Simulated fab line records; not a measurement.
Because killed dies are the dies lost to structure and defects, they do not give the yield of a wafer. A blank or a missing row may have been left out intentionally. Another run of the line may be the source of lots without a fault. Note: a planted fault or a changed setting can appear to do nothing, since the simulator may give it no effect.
Chamber matching	flow n5Finfet	4 sister chambers for N5_FIN_CUT_CUT_ETCH_28 on rieSi-03
The step etches Si in HBr/Cl2/O2, target depth 6 nm, time 2.4 s. 14 wafers are shown with their chamber, then 7 later ones without.

== WAFERS WITH THEIR CHAMBER ==
wafer	chamber	drypumpMotorCurrentA (A)	oesProductAu (a.u.)	HBr_flow_sccm (sccm)
L074.4	3	5.7	1.007	150.1
L074.5	1	5.3	1.004	149.7
L074.6	2	6.3	0.977	149.5
L075.2	0	6.8	1.009	150.2
L075.3	1	5.3	1.002	150.3
L075.4	3	5.8	1.002	149.8
L077.1	2	6.3	0.997	149.6
L077.2	3	5.7	1.005	150.0
L077.4	0	6.8	1.007	151.1
L083.3	2	6.3	0.991	149.7
L083.4	1	5.3	1.004	150.2
L083.5	2	6.3	0.993	149.7
L089.1	1	5.3	1.005	150.6
L089.2	0	6.7	1.004	150.2

SIGNATURES (means of the wafers above)
reading	chamber 0	chamber 1	chamber 2	chamber 3	scatter within a chamber
drypumpMotorCurrentA	6.767	5.300	6.300	5.733	0.0365
oesProductAu	1.00667	1.00375	0.98950	1.00467	0.00507
HBr_flow_sccm	150.500	150.200	149.625	149.967	0.322
Rule: a wafer's distance from a chamber is the root of the sum, over the readings, of the square of ((its reading less the chamber's mean) divided by the reading's scatter). The wafer belongs to the nearest chamber; if the next one is less than 2 further off, it can't be placed. The scatter is the square root of a quotient: the sum, over the shown wafers, of each reading's squared deviation from its chamber's mean, divided by wafers minus chambers.

== WAFERS WITHOUT THEIR CHAMBER ==
wafer	drypumpMotorCurrentA (A)	oesProductAu (a.u.)	HBr_flow_sccm (sccm)
L089.4	6.3	0.992	150.2
L091.1	6.7	0.999	149.0
L091.3	6.3	0.989	149.7
L091.6	6.7	1.008	148.7
L097.1	6.7	1.005	149.8
L097.2	6.3	0.987	148.9
L097.4	5.7	1.000	150.4

== THE CHAMBER EACH PASSED THROUGH ==
wafer	from the rows above	in truth
L089.4	2	2
L091.1	0	0
L091.3	2	2
L091.6	0	0
L097.1	0	0
L097.2	2	2
L097.4	3	3
Correct placement for 7 of the 7. Can't be placed from these rows: 0. 0 placed wrongly.
